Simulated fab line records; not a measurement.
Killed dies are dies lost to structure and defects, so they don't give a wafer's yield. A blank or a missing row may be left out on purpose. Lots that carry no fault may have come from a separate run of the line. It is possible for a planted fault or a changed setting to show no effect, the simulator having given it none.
What tool caused it? + flow nandHarc + 6 lots, 18 wafers sampled, at 2 steps of a route of 1302

WHAT EACH GAUGE READ, for each wafer
NHARC_P_ZERO_WELL_CD_MEAS_24: target cd 720 nm.
| lot  | measured     | on       | cdNm (nm)         |
|------|--------------|----------|-------------------|
| L578 | day 3 14:35  | cdSem-01 | 721.6 721.0 718.8 |
| L580 | day 4 10:23  | cdSem-02 | 723.1 719.1 722.6 |
| L588 | day 7 18:30  | cdSem-01 | 719.6 718.8 717.4 |
| L590 | day 8 14:22  | cdSem-01 | 718.3 718.0 721.1 |
| L592 | day 9 10:41  | cdSem-01 | 719.9 718.5 723.0 |
| L594 | day 10 06:38 | cdSem-03 | 722.3 719.7 719.0 |

WHAT TOOL EACH LOT RAN ON (gives the tool, then ch and the chambers of the sampled wafers, and finally the start)
| lot  | NHARC_P_ZERO_WELL_EXPOSE_21      |
|------|----------------------------------|
| L578 | krfScanner-02 ch 0, day 3 14:25  |
| L580 | krfScanner-01 ch 0, day 4 10:14  |
| L588 | krfScanner-02 ch 0, day 7 18:21  |
| L590 | krfScanner-02 ch 0, day 8 14:13  |
| L592 | krfScanner-01 ch 0, day 9 10:32  |
| L594 | krfScanner-01 ch 0, day 10 06:29 |
- NHARC_P_ZERO_WELL_EXPOSE_21: exposes mask P NWELL, target cd 720 nm.

THE ANSWER, worked out from the rows above alone
Rule: the usual values come from the lots themselves. Put in order of their means at a reading, lots are off if they are a third of the lots or fewer, leave a main group of 4 or more, and stand apart from it by a gap of 3 or more times the standard deviation of the main group's means; of several such gaps the widest counts. A main group whose means are all the same, to the digits that the tables above print for the reading, isn't used. A lot without any number at a reading at which 4 lots or more have one is off too. Any other lot the step has rows for is counted as sound.
None of the lots is off at any reading shown; this tells nothing.

WHAT THE SIMULATOR PUT IN
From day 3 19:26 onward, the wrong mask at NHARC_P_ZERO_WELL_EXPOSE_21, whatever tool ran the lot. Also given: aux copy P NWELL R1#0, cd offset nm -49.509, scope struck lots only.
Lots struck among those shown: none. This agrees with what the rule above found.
